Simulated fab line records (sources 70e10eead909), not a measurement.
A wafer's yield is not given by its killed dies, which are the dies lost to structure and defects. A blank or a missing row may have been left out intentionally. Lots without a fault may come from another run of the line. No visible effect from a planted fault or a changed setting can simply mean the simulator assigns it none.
fab line records | flow nand-harc
[record] lots = 12 wafers = 36 last-day = 24
route steps=1159 shown A_CONTACT@949 A_BLC@975 END@1159
lots that met no fault: from a run of the same line without faults
start-h: the number of hours between the record's first day and the start of the first shown wafer of the lot | wait-h: hours from the lot's prior step to this one | " repeats the value in the row above | L1.1+2: several wafers, shown together as one row | - value missing, or start not given | * or withheld: withheld | < > ~ a bound
route shown NAME@n: names a module that has steps shown in the file, with the first one's number in the route | usual: average and standard deviation across the fault-free wafers | same: alike in all rows | chamber/n: place in a boat | sites: each site's reading | _std_site: how widely they spread, as a standard deviation | _edge_site: inner sites' mean taken away from outer sites' mean | radius-mm: how far each site lies from the wafer's centre | mask NAME#n: copy n | behind: the tool/chamber that last shaped the wafer | hold: what put the lot on hold/how long, in hours/how the hold closed | device: the n, p or np transistor that did not switch | end of line: tests of these same wafers at the route's end | a step given without rows: its recipe and nothing more | killed: count of dies lost to structure and defects at first sort (not the wafer's yield) | map: the dies of a wafer, with x for killed, . for not killed, _ for no die there
set.NAME: setting as actually run; set.NAME@STEP: the setting as run at that earlier step | model.NAME: the simulator's own value behind a step, which no gauge read
route steps across a sampled set of lots; one table per step, one row per wafer
services: a tool's chamber out of use, with start hour (start-h, from the record's first day; less than 0 if before it), hours out, and reason
[[steps]]
[step NHARC_A_CONTACT_ETCH_92]
[recipe] target-depth-a = 400 over-etch-frac = 0.5 time-s = 85.7 ion-energy-ev = 120 ch3f-flow-sccm = 50 o2-flow-sccm = 30 ar-flow-sccm = 200 rf-w = 500 bias-w = 100 chemistry = CH3F/O2
[usual] drypump-motor-current-A = 5.7/0.41 oes-product-au = 0.933/0.026 rf-vpp-V = 244.3/1.8 run-length-s = 107.1/0.35 showerhead-plenum-p-Torr = 2.45/0.12 throttle-valve-pct = 20.663/0.01
// columns lot.wafer tool chamber start-h wait-h drypump-motor-current-A oes-product-au rf-hours-counter-h rf-vpp-V run-length-s showerhead-plenum-p-Torr throttle-valve-pct
L472.1 rie-diel-01 3 389.07 0.4 6.2 0.927 15 244.6 107.4 2.42 20.667
L472.3 " 0 " " 5.7 0.924 14 247.1 107.1 2.65 20.663
L472.5 " 0 " " 5.7 0.928 - 247.2 107.0 2.65 20.676
L471.1 rie-diel-01 0 389.23 0.3 5.7 0.936 14 245.8 107.1 2.66 20.660
L471.2 " 1 " " 6.0 0.918 12 241.1 107.0 2.33 20.662
L471.6 " 1 " " 6.0 0.917 - 242.0 107.3 2.33 20.671
L473.3 rie-diel-09 2 402.87 0.2 5.7 0.929 57 245.9 106.8 2.52 20.660
L473.2 " 0 " " 6.4 0.917 55 245.0 107.1 2.50 20.657
L473.5 " 3 " " 5.6 0.933 - 245.8 107.0 2.56 20.641
L474.2 rie-diel-01 1 404.01 0.4 6.0 0.990 16 243.5 107.3 2.33 20.665
L474.4 " 1 " " 6.1 0.995 - 243.7 107.3 2.33 20.678
L474.5 " 3 " " 6.2 1.005 - 243.3 107.3 2.42 20.659
L476.4 rie-diel-01 3 420.16 0.3 6.2 0.935 22 245.4 108.0 2.42 20.680
L476.3 " 0 " " 5.7 0.926 21 247.1 107.1 2.65 20.678
L476.5 " 3 " " 6.2 0.931 - 242.9 107.3 2.42 20.657
L477.1 rie-diel-01 1 429.24 0.4 6.0 0.915 20 243.5 106.8 2.33 20.672
L477.5 " 2 " " 5.6 0.922 - 244.3 107.4 2.40 20.664
L477.4 " 1 " " 6.1 0.915 - 242.2 106.6 2.33 20.665
L478.2 rie-diel-01 0 433.89 0.4 5.7 0.921 23 248.6 106.9 2.65 20.666
L478.4 " 1 " " 6.1 0.920 22 242.8 107.2 2.33 20.650
L478.6 " 3 " " 6.2 0.920 - 243.1 107.2 2.42 20.656
L481.2 rie-diel-01 1 446.53 0.3 6.0 0.922 25 242.6 106.8 2.33 20.649
L481.4 " 3 " " 6.2 0.917 28 242.4 107.3 2.42 20.657
L481.5 " 2 " " 5.6 0.926 - 243.1 107.1 2.40 20.661
L482.3 rie-diel-09 0 452.92 0.3 6.4 0.996 6 244.9 107.3 2.49 20.665
L482.4 " 1 " " 5.0 1.015 4 241.8 107.6 2.29 20.675
L482.6 " 2 " " 5.6 0.991 - 245.9 107.2 2.51 20.667
L486.4 rie-diel-03 2 481.84 0.3 5.2 0.913 31 245.5 108.1 2.60 20.678
L486.3 " 0 " " 5.8 0.922 21 246.0 107.1 2.49 20.683
L486.6 " 1 " " 4.8 0.924 - 244.8 107.2 2.54 20.675
L490.2 rie-diel-01 3 516.02 0.4 6.2 0.912 4 243.7 107.6 2.41 20.655
L490.4 " 0 " " 5.7 0.926 4 249.5 107.1 2.64 20.675
L490.5 " 2 " " 5.6 0.921 - 245.5 106.9 2.39 20.643
L493.1 rie-diel-01 1 526.93 0.4 6.1 0.914 6 243.4 106.7 2.32 20.663
L493.3 " 0 " " 5.7 0.928 7 246.3 106.8 2.64 20.652
L493.5 " 1 " " 6.1 0.911 - 243.4 106.8 2.32 20.672
[step NHARC_A_BLC_OVL_MEAS_11]
[usual] overlay-x-nm = 0.0/0.79 overlay-y-nm = -0.1/0.68
// columns lot.wafer tool chamber start-h wait-h overlay-x-nm overlay-y-nm
L472.1 overlay-01 - 397.12 - 0.4 -0.3
L472.3 " - " " 0.4 0.4
L472.5 " - " " 0.6 0.9
L471.1 overlay-02 - 398.01 - -0.7 -0.6
L471.2 " - " " -0.7 -0.3
L471.6 " - " " -0.7 -0.4
L473.2 overlay-01 - 410.28 - 0.7 -1.1
L473.3 " - " " 0.8 -0.4
L473.5 " - " " 0.6 -0.8
L474.2 overlay-01 - 410.68 - 0.1 -0.5
L474.4 " - " " 0.4 -0.9
L474.5 " - " " 0.2 -1.1
L476.3 overlay-02 - 427.48 - -1.0 -1.2
L476.4 " - " " -1.7 -0.7
L476.5 " - " " -1.3 -1.4
L477.1 overlay-01 - 432.81 - -1.8 0.8
L477.4 " - " " -1.4 0.0
L477.5 " - " " -2.1 0.4
L478.2 overlay-02 - 439.31 - -0.2 -0.2
L478.4 " - " " 0.2 0.3
L478.6 " - " " 0.0 -0.2
L481.2 overlay-02 - 449.77 - -0.7 -0.4
L481.4 " - " " -0.6 -0.7
L481.5 " - " " -1.5 0.0
L482.3 overlay-01 - 456.29 - -0.1 -0.7
L482.4 " - " " 0.7 -0.5
L482.6 " - " " 0.4 -0.3
L486.3 overlay-02 - 490.94 - -0.4 0.7
L486.4 " - " " -0.5 0.1
L486.6 " - " " 0.0 0.7
L490.2 overlay-01 - 519.27 - -0.1 -0.3
L490.4 " - " " -0.9 -0.6
L490.5 " - " " -1.2 -0.6
L493.1 overlay-02 - 534.57 - 0.8 0.2
L493.3 " - " " 0.9 0.0
L493.5 " - " " 0.5 0.3
[step NHARC_A_BLC_ETCH_17]
[recipe] target-depth-a = 3900 over-etch-frac = 0.25 time-s = 609.38 ion-energy-ev = 200 n2-flow-sccm = 150 h2-flow-sccm = 150 ar-flow-sccm = 0 rf-w = 400 bias-w = 150 chemistry = N2/H2
[usual] drypump-motor-current-A = 5.7/0.33 oes-product-au = 1.000/0.0096 rf-vpp-V = 429.8/2.6 run-length-s = 630.8/0.6 showerhead-plenum-p-Torr = 2.02/0.086 throttle-valve-pct = 14.172/0.0091
// columns lot.wafer tool chamber start-h wait-h drypump-motor-current-A oes-product-au rf-hours-counter-h rf-vpp-V run-length-s showerhead-plenum-p-Torr throttle-valve-pct
L472.1 rie-diel-11 1 397.52 - 6.1 1.010 2 429.0 629.4 1.99 14.167
L472.3 " 2 " " 5.6 1.006 3 428.5 630.4 2.02 14.172
L472.5 " 3 " " 5.7 1.003 - 428.6 631.0 1.93 14.172
L471.2 rie-diel-08 1 398.45 - 5.8 1.009 9 433.4 630.8 2.18 14.170
L471.1 " 3 " " 6.2 1.001 9 428.8 630.6 1.99 14.186
L471.6 " 3 " " 6.2 0.990 - 428.6 630.7 1.99 14.166
L473.2 rie-diel-08 3 410.55 - 6.2 1.004 10 427.6 630.6 1.99 14.170
L473.3 " 2 " " 5.2 1.002 8 431.6 630.2 2.11 14.173
L473.5 " 0 " " 5.7 0.993 - 430.2 631.6 2.00 14.180
L474.2 rie-diel-11 0 410.99 - 5.5 1.011 4 426.7 631.7 1.91 14.183
L474.4 " 1 " " 6.2 1.014 4 430.1 629.7 1.99 14.167
L474.5 " 0 " " 5.4 1.010 - 427.0 631.2 1.91 14.175
L476.3 rie-diel-11 3 427.84 - 5.7 1.017 7 427.5 630.5 1.93 14.182
L476.4 " 0 " " 5.5 0.998 7 427.8 631.9 1.91 14.196
L476.5 " 1 " " 6.2 0.999 - 430.4 629.4 1.99 14.159
L477.4 rie-diel-08 0 433.55 - 5.7 1.001 12 430.1 631.3 2.00 14.169
L477.1 " 3 " " 6.2 0.993 12 428.4 630.7 1.99 14.188
L477.5 " 0 " " 5.7 0.999 - 429.4 631.6 2.00 14.175
L478.4 rie-diel-11 1 439.62 - 6.1 0.994 8 429.9 629.6 1.99 14.174
L478.2 " 2 " " 5.6 1.004 9 428.7 630.9 2.02 14.158
L478.6 " 0 " " 5.5 0.998 - 426.5 631.3 1.91 14.181
L481.4 rie-diel-08 1 450.05 - 5.8 1.006 14 434.2 631.0 2.18 14.164
L481.2 " 3 " " 6.3 1.006 14 429.9 631.1 1.99 14.165
L481.5 " 2 " " 5.2 1.002 - 433.0 630.6 2.11 14.170
L482.4 rie-diel-08 3 456.61 - 6.3 0.997 15 429.1 630.9 1.99 14.174
L482.3 " 1 " " 5.8 0.985 14 435.6 630.8 2.17 14.168
L482.6 " 2 " " 5.1 1.003 - 431.5 630.7 2.11 14.158
L486.3 rie-diel-11 1 491.21 - 6.1 0.998 14 428.7 629.8 1.99 14.167
L486.4 " 3 " " 5.7 1.018 16 428.9 631.0 1.93 14.165
L486.6 " 2 " " 5.6 1.009 - 430.8 630.3 2.02 14.171
L490.2 rie-diel-08 1 519.54 - 5.8 0.981 3 434.0 523.0 2.17 14.180
L490.4 " 3 " " 6.2 0.987 3 429.6 630.6 1.99 14.179
L490.5 " 1 " " 5.8 0.986 - 436.4 522.9 2.17 14.183
L493.3 rie-diel-11 0 534.85 - 5.5 0.992 19 427.1 631.2 1.91 14.177
L493.1 " 1 " " 6.1 0.993 19 429.8 629.4 1.98 14.177
L493.5 " 0 " " 5.5 0.985 - 426.1 631.2 1.91 14.172
[step NHARC_A_BLC_CVD_24]
[recipe] target-thk-a = 1500 temp-c = 300 pressure-torr = 40 wf6-flow-sccm = 40 h2-flow-sccm = 1600 ar-flow-sccm = 1560 time-s = 434 material = W
[usual] heater-power-w = 465/12 throttle-valve-pct = 8.09/0.27
// columns lot.wafer tool chamber start-h wait-h heater-power-w throttle-valve-pct
L472.1 cvd-w-02 1 - - 471 8.38
L472.3 " 0 " " 474 8.04
L472.5 " 1 " " 465 8.19
L471.1 cvd-w-02 1 - - 472 8.32
L471.2 " 0 " " 463 7.76
L471.6 " 1 " " 467 8.00
L473.2 cvd-w-02 1 - - 465 8.11
L473.3 " 1 " " 471 8.37
L473.5 " 1 " " 458 8.22
L474.2 cvd-w-01 1 - - 448 7.49
L474.4 " 1 " " 453 7.79
L474.5 " 1 " " 461 7.87
L476.4 cvd-w-01 0 - - 457 7.74
L476.3 " 1 " " 451 7.75
L476.5 " 0 " " 463 7.58
L477.1 cvd-w-01 1 - - 454 8.02
L477.4 " 1 " " 457 7.62
L477.5 " 1 " " 458 7.79
L478.2 cvd-w-02 1 - - 469 8.58
L478.4 " 0 " " 486 8.04
L478.6 " 1 " " 461 8.35
L481.2 cvd-w-02 1 - - 472 8.55
L481.4 " 0 " " 467 8.00
L481.5 " 1 " " 465 8.39
L482.4 cvd-w-02 0 - - 469 7.90
L482.3 " 1 " " 462 8.69
L482.6 " 1 " " 462 8.38
L486.4 cvd-w-02 0 - - 482 8.00
L486.3 " 1 " " 463 8.44
L486.6 " 0 " " 482 8.09
L490.2 cvd-w-02 0 - - 468 8.33
L490.4 " 0 " " 476 7.63
L490.5 " 0 " " 477 7.91
L493.1 cvd-w-01 1 - - 447 8.00
L493.3 " 1 " " 438 7.91
L493.5 " 0 " " 454 7.99
[step NHARC_END_SORT_01]
[recipe] temp-c = 25
[usual] killed-at-array = 24/8.8 killed-at-other = 0.7/0.99 killed-at-periphery = 3.5/2.6 killed-dies = 28/9.3 killed-open = 3.2/1.7 killed-short = 1.7/1.4
[same] gross-dies = 677
// columns lot.wafer tool chamber start-h wait-h killed-at-array killed-at-other killed-at-periphery killed-dies killed-open killed-short
L477.1 prober-02 0 480.62 2.5 20 1 1 22 1 1
L477.4 prober-02 0 483.00 3.4 25 1 1 27 3 1
L477.5 prober-02 0 483.79 3.7 30 0 0 30 2 0
L490.2 prober-01 0 566.36 2.8 33 0 4 37 5 1
L490.5 prober-01 0 568.76 3.7 35 0 2 37 3 2
// killed by level:class
L477.1 A_SLIT:chamber-film-flake=10 A_CHANNEL_HOLE_D1:chamber-film-flake=6 A_SOURCE_PLATE:geometric-particle:short=1 A_M0:geometric-particle:open=1 P_STI:chamber-film-flake=1 A_SGD_CUT:chamber-film-flake=1 A_CONTACT:chamber-film-flake=1 THIN_TSV:chamber-film-flake=1
L477.4 A_CHANNEL_HOLE_D1:chamber-film-flake=15 A_SLIT:chamber-film-flake=6 P_CONTACT:geometric-particle:open=1 A_SOURCE_PLATE:geometric-particle:open=1 A_ONON_D1:geometric-particle:open=1 STARTING-WAFER:geometric-particle:short=1 A_SGD_CUT:chamber-film-flake=1 A_CONTACT:chamber-film-flake=1
L477.5 A_CHANNEL_HOLE_D1:chamber-film-flake=16 A_SLIT:chamber-film-flake=5 A_SGD_CUT:chamber-film-flake=3 A_M1:chamber-film-flake=2 A_ONON_D1:geometric-particle:open=1 A_M1:geometric-particle:open=1 A_WL_FILL:chamber-film-flake=1 A_CONTACT:chamber-film-flake=1
L490.2 A_CHANNEL_HOLE_D1:chamber-film-flake=22 A_BLC:area-etch=3 P_CONTACT:geometric-particle:open=2 A_CONTACT:geometric-particle:open=2 P_M0:geometric-particle:short=1 A_M0:geometric-particle:open=1 P_ZERO_WELL:chamber-film-flake=1 A_ZERO_WELL:chamber-film-flake=1
L490.5 A_CHANNEL_HOLE_D1:chamber-film-flake=18 A_CONTACT:chamber-film-flake=7 A_BLC:area-etch=3 P_ZERO_WELL:chamber-film-flake=2 A_STAIRCASE:chamber-film-flake=2 A_ONON_D1:geometric-particle:short=1 A_ONON_D1:geometric-particle:open=1 A_CHANNEL_HOLE_D1:geometric-particle:open=1
[[services]]
// columns tool chamber start-h hours kind
rie-diel-11 - 366.63 9.0 pm
rie-diel-09 0 371.94 1.3 repair
rie-diel-01 0 372.84 - clean
rie-diel-01 1 372.84 - clean
rie-diel-01 2 372.84 - clean
rie-diel-01 3 372.84 - clean
rie-diel-01 2 381.19 32.8 repair
cvd-w-02 - 381.40 13.0 pm
rie-diel-01 1 383.76 2.5 repair
rie-diel-03 - 392.34 9.0 pm
rie-diel-08 2 395.83 6.4 repair
rie-diel-01 0 397.35 - clean
rie-diel-03 2 408.24 2.8 repair
rie-diel-08 2 415.80 8.3 repair
rie-diel-01 0 424.13 5.2 repair
rie-diel-09 - 432.52 9.0 pm
rie-diel-01 - 465.79 1.9 repair
cvd-w-01 - 477.09 13.0 pm
rie-diel-08 - 478.81 9.0 pm
rie-diel-01 - 491.84 9.0 pm
rie-diel-03 2 513.89 7.6 repair
rie-diel-09 3 514.81 12.1 repair
rie-diel-11 3 515.69 4.0 repair
rie-diel-01 - 515.86 0.1 repair
[[key]]
[first-sign] step = NHARC_A_BLC_ETCH_17 reading = run-length-s direction = down sigmas = 99+ usual = * struck = *
effect none on later readings
met-at NHARC_A_BLC_ETCH_17
struck-lots L490
struck-wafers L490.2,L490.5
tester-left-out L490
not-acting-at NHARC_A_CONTACT_ETCH_92,NHARC_A_BLC_OVL_MEAS_11,NHARC_A_BLC_CVD_24
onset-between 456.61 519.54
[fault] kind = process-parameter-drift tool = rie-diel-08 chamber = 1 onset-h = 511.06 steps = NHARC_A_BLC_ETCH_17 channel = time-s offset = * shape = step end-h = 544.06 acts-in = * stated = *
// tester-left-out: of these lots the tester's yield and bins aren't shown, on N5 and GAA mostly nor the transistor test; their killed dies are dies lost to structure and defects alone, not to doping, threshold or leakage, so they don't give the yield
